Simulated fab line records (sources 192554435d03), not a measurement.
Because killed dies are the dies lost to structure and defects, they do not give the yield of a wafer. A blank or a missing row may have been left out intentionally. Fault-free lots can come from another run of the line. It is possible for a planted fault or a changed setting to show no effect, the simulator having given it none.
Chamber matching	flow n5 finfet	rie diel-06 running N5_SD_EPI_P_ETCH_36: 4 sister chambers
The step etches SiARC in CF4, target depth 45.5 nm, time 75.8 s. 20 wafers are shown with their chamber, then 10 later ones without.

EACH WAFER AND ITS CHAMBER
wafer	chamber	drypump motor current A (A)	showerhead plenum p Torr (Torr)	etch rf on time s (s)
L075.1	2	4.8	2.03	74.6
L075.3	0	5.6	2.22	76.1
L075.5	0	5.6	2.22	76.8
L082.2	2	4.8	2.03	74.9
L082.3	0	5.6	2.21	76.3
L082.5	1	5.5	2.00	74.8
L083.3	1	5.5	2.00	74.8
L083.4	2	4.8	2.03	75.1
L083.5	3	6.1	2.12	72.1
L087.1	0	5.6	2.21	77.0
L087.4	1	5.5	1.99	74.3
L087.5	3	6.1	2.11	73.8
L091.1	1	5.6	1.99	75.6
L091.3	0	5.6	2.21	76.8
L091.5	2	4.8	2.28	73.4
L092.1	3	6.1	2.11	73.7
L092.2	0	5.6	2.20	77.6
L092.6	2	4.8	2.28	73.6
L093.1	2	4.8	2.28	73.1
L093.4	3	6.1	2.11	73.9

SIGNATURES, as means of the wafers listed above
reading	chamber 0	chamber 1	chamber 2	chamber 3	scatter within a chamber
drypump motor current A	5.600	5.525	4.800	6.100	0.0217
showerhead plenum p Torr	2.2117	1.9950	2.1550	2.1125	0.0767
etch rf on time s	76.767	74.875	74.117	73.375	0.711
Rule: a wafer lies at a distance from a chamber equal to the root of the sum of squares, over the readings, of (its reading less the chamber's mean, divided by the reading's scatter). If the next closest chamber is less than 2 further off than the closest, the wafer can't be placed; otherwise it belongs to the closest. The scatter is the square root of a quotient: the sum, over the shown wafers, of each reading's squared deviation from its chamber's mean, divided by wafers minus chambers.

WAFERS WITH NO CHAMBER GIVEN
wafer	drypump motor current A (A)	showerhead plenum p Torr (Torr)	etch rf on time s (s)
L093.5	6.1	2.11	73.2
L094.1	6.2	2.11	73.4
L094.5	5.6	1.99	75.1
L094.6	5.6	2.20	77.2
L095.1	6.2	2.10	73.3
L095.2	5.5	1.99	74.6
L095.4	5.6	2.20	77.4
L097.1	5.6	2.20	77.0
L097.3	4.8	2.28	72.7
L097.5	5.6	2.20	76.7

CHAMBER TAKEN BY EACH
wafer	from the rows above	in truth
L093.5	3	3
L094.1	3	3
L094.5	can't be placed: 1 or 0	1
L094.6	0	0
L095.1	3	3
L095.2	1	1
L095.4	0	0
L097.1	0	0
L097.3	2	2
L097.5	0	0
Correctly placed: 9 of 10. From these rows, 1 cannot be placed; in 1 the true chamber is one of the candidates. 0 placed wrongly.
